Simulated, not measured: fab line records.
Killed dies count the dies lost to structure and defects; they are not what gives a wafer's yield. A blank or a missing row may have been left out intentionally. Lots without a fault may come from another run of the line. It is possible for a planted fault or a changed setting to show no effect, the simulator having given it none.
Which tool is to blame?    flow n5Finfet    24 lots, 72 wafers sampled, at 4 steps of a route of 1938

WHAT EACH GAUGE READ, for each wafer
N5_BEOL_M10_CD_MEAS_18: pitch 140 nm, target cd 70 nm. Usual: cdNm 70.2 nm, standard deviation 0.83.
lot   measured      on        cdNm (nm)       flag
L074  day 9 20:11   cdSem-03  71.5 70.6 69.7  
L075  day 9 20:32   cdSem-01  69.5 69.5 68.8  
L076  day 10 15:23  cdSem-01  69.9 69.8 70.4  
L077  day 10 16:02  cdSem-03  70.1 69.0 69.4  
L078  day 10 22:23  cdSem-01  69.6 69.0 70.4  
L081  day 11 14:42  cdSem-01  69.6 70.1 69.6  
L079  day 11 18:18  cdSem-02  70.0 71.1 71.5  
L080  day 11 19:30  cdSem-01  71.1 70.5 70.6  
L082  day 12 02:18  cdSem-03  70.1 70.3 69.5  
L083  day 12 15:29  cdSem-03  71.5 71.4 72.1  
L084  day 12 23:37  cdSem-03  70.7 72.0 70.4  
L085  day 13 03:22  cdSem-02  70.8 70.6 71.1  
L086  day 13 06:09  cdSem-03  70.2 70.5 71.1  
L088  day 13 16:13  cdSem-02  69.7 70.0 70.8  
L087  day 13 20:01  cdSem-03  69.0 69.7 70.1  
L089  day 14 01:08  cdSem-02  70.9 70.2 71.0  
L091  day 14 08:11  cdSem-03  71.3 71.1 70.8  
L090  day 14 11:41  cdSem-02  69.5 68.9 69.1  
L093  day 14 23:58  cdSem-02  68.9 69.4 69.7  
L092  day 15 01:37  cdSem-03  69.6 69.3 68.8  
L095  day 15 08:35  cdSem-01  71.4 70.7 70.5  
L097  day 15 08:43  cdSem-02  69.3 69.0 70.7  
L094  day 15 12:21  cdSem-01  70.3 70.6 70.6  
L096  day 15 12:30  cdSem-01  71.5 70.9 70.1  

WHAT TOOL EACH LOT RAN ON (gives the tool, then ch and the chambers of the sampled wafers, and finally the start)
lot   N5_BEOL_M9_SURFACE_TREAT_79  N5_BEOL_M9_ANNEAL_51             N5_BEOL_M10_CURE_71
L074  pvdSputter-01, day 9 14:25   rtpAnneal-01 ch 0, day 9 15:35   uvCure-03 ch 0, day 9 16:33
L075  pvdSputter-03, day 9 15:53   rtpAnneal-02 ch 0, day 9 16:28   uvCure-03 ch 0, day 9 17:24
L076  pvdSputter-03, day 10 11:16  rtpAnneal-02 ch 0, day 10 12:15  uvCure-02 ch 1, day 10 13:13
L077  pvdSputter-01, day 10 11:21  rtpAnneal-02 ch 0, day 10 12:26  uvCure-03 ch 2, day 10 13:18
L078  pvdSputter-03, day 10 17:37  rtpAnneal-01 ch 0, day 10 18:25  uvCure-02 ch 1, day 10 19:22
L081  pvdSputter-02, day 11 10:55  rtpAnneal-01 ch 0, day 11 11:30  uvCure-03 ch 1, day 11 12:22
L079  pvdSputter-03, day 11 13:02  rtpAnneal-02 ch 0, day 11 13:33  uvCure-01 ch 1, day 11 14:29
L080  pvdSputter-01, day 11 14:11  rtpAnneal-02 ch 0, day 11 16:31  uvCure-02 ch 1, day 11 17:23
L082  pvdSputter-01, day 11 21:28  rtpAnneal-01 ch 0, day 11 22:05  uvCure-01 ch 1, day 11 23:05
L083  pvdSputter-01, day 12 11:34  rtpAnneal-02 ch 0, day 12 12:26  uvCure-01 ch 0, day 12 13:24
L084  pvdSputter-03, day 12 18:54  rtpAnneal-01 ch 0, day 12 19:29  uvCure-02 ch 1, day 12 20:26
L085  pvdSputter-01, day 12 23:17  rtpAnneal-01 ch 0, day 12 23:46  uvCure-01 ch 0, day 13 00:43
L086  pvdSputter-03, day 13 03:03  rtpAnneal-02 ch 0, day 13 03:39  uvCure-01 ch 0, day 13 04:33
L088  pvdSputter-01, day 13 11:51  rtpAnneal-01 ch 0, day 13 12:54  uvCure-03 ch 0, day 13 14:02
L087  pvdSputter-02, day 13 15:51  rtpAnneal-01 ch 0, day 13 16:53  uvCure-03 ch 0, day 13 17:47
L089  pvdSputter-01, day 13 18:27  rtpAnneal-02 ch 0, day 13 19:59  uvCure-01 ch 1, day 13 21:06
L091  pvdSputter-02, day 14 04:30  rtpAnneal-02 ch 0, day 14 05:23  uvCure-03 ch 1, day 14 06:19
L090  pvdSputter-01, day 14 06:46  rtpAnneal-02 ch 0, day 14 07:22  uvCure-01 ch 2, day 14 08:29
L093  pvdSputter-03, day 14 19:14  rtpAnneal-02 ch 0, day 14 19:44  uvCure-02 ch 2, day 14 20:38
L092  pvdSputter-03, day 14 19:37  rtpAnneal-02 ch 0, day 14 20:32  uvCure-02 ch 0, day 14 21:35
L095  pvdSputter-01, day 15 03:21  rtpAnneal-01 ch 0, day 15 03:56  uvCure-03 ch 2, day 15 04:48
L097  pvdSputter-03, day 15 03:53  rtpAnneal-02 ch 0, day 15 04:20  uvCure-02 ch 1, day 15 05:16
L094  pvdSputter-03, day 15 08:08  rtpAnneal-02 ch 0, day 15 08:56  uvCure-02 ch 2, day 15 09:55
L096  pvdSputter-02, day 15 08:27  rtpAnneal-02 ch 0, day 15 09:12  uvCure-03 ch 1, day 15 10:18
- N5_BEOL_M9_SURFACE_TREAT_79
- N5_BEOL_M9_ANNEAL_51: time 90 s.
- N5_BEOL_M10_CURE_71: cures SiCOH lowk, time 240 s.

WHAT THE TOOLS THEMSELVES READ (means of the sampled wafers that have a number; where no wafer has one, the mark that the record gives instead)
N5_BEOL_M9_ANNEAL_51. Usual: wafer_temp_C_max 226.9, standard deviation 0.35.
lot   tool          wafer_temp_C_max  flag
L074  rtpAnneal-01  226.7             
L075  rtpAnneal-02  226.6             
L076  rtpAnneal-02  226.5             
L077  rtpAnneal-02  227.1             
L078  rtpAnneal-01  226.7             
L081  rtpAnneal-01  226.7             
L079  rtpAnneal-02  227.1             
L080  rtpAnneal-02  226.6             
L082  rtpAnneal-01  226.5             
L083  rtpAnneal-02  227.1             
L084  rtpAnneal-01  226.8             
L085  rtpAnneal-01  226.7             
L086  rtpAnneal-02  227.1             
L088  rtpAnneal-01  226.4             
L087  rtpAnneal-01  226.9             
L089  rtpAnneal-02  227.0             
L091  rtpAnneal-02  227.2             
L090  rtpAnneal-02  227.1             
L093  rtpAnneal-02  226.8             
L092  rtpAnneal-02  227.2             
L095  rtpAnneal-01  226.3             
L097  rtpAnneal-02  226.8             
L094  rtpAnneal-02  226.8             
L096  rtpAnneal-02  226.7             

N5_BEOL_M10_CURE_71. Usual: lampPowerPct 52.31 %, standard deviation 0.049; wafer_temp_C_max 386.6, standard deviation 0.62.
lot   tool       lampPowerPct (%)  wafer_temp_C_max  flag
L074  uvCure-03  52.36             387.1             
L075  uvCure-03  52.32             387.2             
L076  uvCure-02  52.30             386.4             
L077  uvCure-03  52.27             386.3             
L078  uvCure-02  52.30             386.8             
L081  uvCure-03  52.30             385.6             
L079  uvCure-01  52.28             386.7             
L080  uvCure-02  52.30             386.5             
L082  uvCure-01  52.30             386.4             
L083  uvCure-01  52.33             386.5             
L084  uvCure-02  52.31             386.4             
L085  uvCure-01  52.31             386.3             
L086  uvCure-01  52.31             385.9             
L088  uvCure-03  52.30             387.5             
L087  uvCure-03  52.27             387.8             
L089  uvCure-01  52.27             386.4             
L091  uvCure-03  52.33             386.1             
L090  uvCure-01  52.35             387.4             
L093  uvCure-02  52.33             387.5             
L092  uvCure-02  52.37             386.8             
L095  uvCure-03  52.31             386.5             
L097  uvCure-02  52.34             386.3             
L094  uvCure-02  52.34             386.9             
L096  uvCure-03  52.32             385.8             

THE ANSWER, worked out from the rows above alone
Rule: take the mean of a lot's wafers that have a number; if it is more than 3 standard deviations from the usual mean, the lot is off. A lot without any number at a reading at which 4 lots or more have one is off too. The other lots that the step has rows for count as sound. The gauges are gone through in route order, then the tools' own readings, and for those a lot's mean is taken as printed above. The first step at which some lot is off is used, and at that step the reading that is off furthest; a lot without a number counts as furthest.
Across all readings shown, no lot is off: no conclusion can be drawn from this.

WHAT THE SIMULATOR HAD PUT IN
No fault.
